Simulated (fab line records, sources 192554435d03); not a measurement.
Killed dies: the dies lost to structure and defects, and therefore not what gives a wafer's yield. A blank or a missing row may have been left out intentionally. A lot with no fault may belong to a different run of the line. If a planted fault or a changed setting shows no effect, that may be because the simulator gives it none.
Split-lot experiment / flow n5 finfet / 7 lots, 21 wafers read, on a route of 1938 steps

## THE SPLIT
At N5_BEOL_M8_COAT_59 (time 60 s, resist thk 100 nm), the setting spin rpm was moved away from the recipe's 1500 rpm on 4 of the 21 wafers read, by -10.8% to -3.5%. For the rest of the wafers, this setting stayed at what the recipe calls for.

The reading is taken at the split's own step.

## THE READING
SOC_of_BEOL_M8_COAT_59.thk nm (the simulator's own value, which no gauge read), in nm, at N5_BEOL_M8_COAT_59 (time 60 s, resist thk 100 nm). The file does not state a usual value for it. Average 99.9 nm, standard deviation 0.27 nm, over the 17 wafers here run with the recipe.

wafer=L081.1; tool, chamber at the split=litho track-05, 0; spin rpm as run, rpm=1500; against the recipe=recipe; SOC_of_BEOL_M8_COAT_59.thk nm, nm=99.8; against lot-mates on the recipe=-
wafer=L081.6; tool, chamber at the split=litho track-05, 0; spin rpm as run, rpm=1500; against the recipe=recipe; SOC_of_BEOL_M8_COAT_59.thk nm, nm=99.8; against lot-mates on the recipe=-
wafer=L081.3; tool, chamber at the split=litho track-05, 0; spin rpm as run, rpm=1500; against the recipe=recipe; SOC_of_BEOL_M8_COAT_59.thk nm, nm=100.2; against lot-mates on the recipe=-
wafer=L084.3; tool, chamber at the split=litho track-03, 0; spin rpm as run, rpm=1500; against the recipe=recipe; SOC_of_BEOL_M8_COAT_59.thk nm, nm=100.4; against lot-mates on the recipe=-
wafer=L084.4; tool, chamber at the split=litho track-03, 0; spin rpm as run, rpm=1500; against the recipe=recipe; SOC_of_BEOL_M8_COAT_59.thk nm, nm=100; against lot-mates on the recipe=-
wafer=L084.6; tool, chamber at the split=litho track-03, 0; spin rpm as run, rpm=1500; against the recipe=recipe; SOC_of_BEOL_M8_COAT_59.thk nm, nm=100.2; against lot-mates on the recipe=-
wafer=L082.1; tool, chamber at the split=litho track-02, 0; spin rpm as run, rpm=1500; against the recipe=recipe; SOC_of_BEOL_M8_COAT_59.thk nm, nm=99.6; against lot-mates on the recipe=-
wafer=L082.4; tool, chamber at the split=litho track-02, 0; spin rpm as run, rpm=1500; against the recipe=recipe; SOC_of_BEOL_M8_COAT_59.thk nm, nm=99.6; against lot-mates on the recipe=-
wafer=L082.5; tool, chamber at the split=litho track-02, 0; spin rpm as run, rpm=1500; against the recipe=recipe; SOC_of_BEOL_M8_COAT_59.thk nm, nm=99.4; against lot-mates on the recipe=-
wafer=L085.1; tool, chamber at the split=litho track-02, 0; spin rpm as run, rpm=1500; against the recipe=recipe; SOC_of_BEOL_M8_COAT_59.thk nm, nm=100; against lot-mates on the recipe=-
wafer=L085.3; tool, chamber at the split=litho track-02, 0; spin rpm as run, rpm=1500; against the recipe=recipe; SOC_of_BEOL_M8_COAT_59.thk nm, nm=100; against lot-mates on the recipe=-
wafer=L085.5; tool, chamber at the split=litho track-02, 0; spin rpm as run, rpm=1338; against the recipe=-10.8%; SOC_of_BEOL_M8_COAT_59.thk nm, nm=105.8; against lot-mates on the recipe=+5.8
wafer=L088.4; tool, chamber at the split=litho track-03, 0; spin rpm as run, rpm=1448; against the recipe=-3.5%; SOC_of_BEOL_M8_COAT_59.thk nm, nm=101.6; against lot-mates on the recipe=+1.7
wafer=L088.5; tool, chamber at the split=litho track-03, 0; spin rpm as run, rpm=1500; against the recipe=recipe; SOC_of_BEOL_M8_COAT_59.thk nm, nm=99.8; against lot-mates on the recipe=-
wafer=L088.6; tool, chamber at the split=litho track-03, 0; spin rpm as run, rpm=1500; against the recipe=recipe; SOC_of_BEOL_M8_COAT_59.thk nm, nm=100; against lot-mates on the recipe=-
wafer=L096.1; tool, chamber at the split=litho track-03, 0; spin rpm as run, rpm=1500; against the recipe=recipe; SOC_of_BEOL_M8_COAT_59.thk nm, nm=100; against lot-mates on the recipe=-
wafer=L096.2; tool, chamber at the split=litho track-03, 0; spin rpm as run, rpm=1342; against the recipe=-10.5%; SOC_of_BEOL_M8_COAT_59.thk nm, nm=105.6; against lot-mates on the recipe=+5.4
wafer=L096.4; tool, chamber at the split=litho track-03, 0; spin rpm as run, rpm=1500; against the recipe=recipe; SOC_of_BEOL_M8_COAT_59.thk nm, nm=100.4; against lot-mates on the recipe=-
wafer=L097.1; tool, chamber at the split=litho track-05, 0; spin rpm as run, rpm=1500; against the recipe=recipe; SOC_of_BEOL_M8_COAT_59.thk nm, nm=99.6; against lot-mates on the recipe=-
wafer=L097.4; tool, chamber at the split=litho track-05, 0; spin rpm as run, rpm=1359; against the recipe=-9.4%; SOC_of_BEOL_M8_COAT_59.thk nm, nm=105; against lot-mates on the recipe=+5.3
wafer=L097.5; tool, chamber at the split=litho track-05, 0; spin rpm as run, rpm=1500; against the recipe=recipe; SOC_of_BEOL_M8_COAT_59.thk nm, nm=99.8; against lot-mates on the recipe=-

FIT RESULTS
A straight line over all 21 wafers: SOC_of_BEOL_M8_COAT_59.thk nm changes by -0.54 nm for each +1% of spin rpm; r = -0.99; the points scatter about the line by 0.26 nm.
The same after taking each lot's own level away (the mean of its wafers on the recipe; 21 wafers): -0.535 nm for each +1%; r = -1.00; scatter 0.16 nm.
That fit puts the effect of the largest move of spin rpm on the reading at 5.8 nm.
From 99.53 to 100.20 nm: that is the span of the lots' own levels, equal to 2.4 times the standard deviation above.
Consequently the slope shifts little with the lot-to-lot level, the two slopes agreeing.
Check: +5.75 nm against its lot-mates is what the line predicts for one of the wafers moved furthest among these (-10.8%) when that wafer is left out of the fit. It came out at +5.8 nm against them.

## THE OTHER SPLITS THESE WAFERS WENT THROUGH
Note: prior to the reading, these wafers also went through further splits. Each is held against what the fit with the lots' levels taken away leaves over:
other split on the same wafers=N5_BEOL_M6_ETCH_62 time s; wafers away from the commonest value=4; r with SOC_of_BEOL_M8_COAT_59.thk nm (lot level and that fit taken away)=+0.22
other split on the same wafers=N5_BEOL_M6_EXPOSE_25 dose mj; wafers away from the commonest value=8; r with SOC_of_BEOL_M8_COAT_59.thk nm (lot level and that fit taken away)=+0.24
other split on the same wafers=N5_BEOL_M7_ETCH_62 source w; wafers away from the commonest value=10; r with SOC_of_BEOL_M8_COAT_59.thk nm (lot level and that fit taken away)=-0.30
other split on the same wafers=N5_BEOL_M7_EXPOSE_25 dose mj; wafers away from the commonest value=9; r with SOC_of_BEOL_M8_COAT_59.thk nm (lot level and that fit taken away)=+0.00

## THE FILE'S OWN FIT
SOC_of_BEOL_M8_COAT_59.thk nm changes by -0.534 nm for each +1% of spin rpm, r = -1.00.
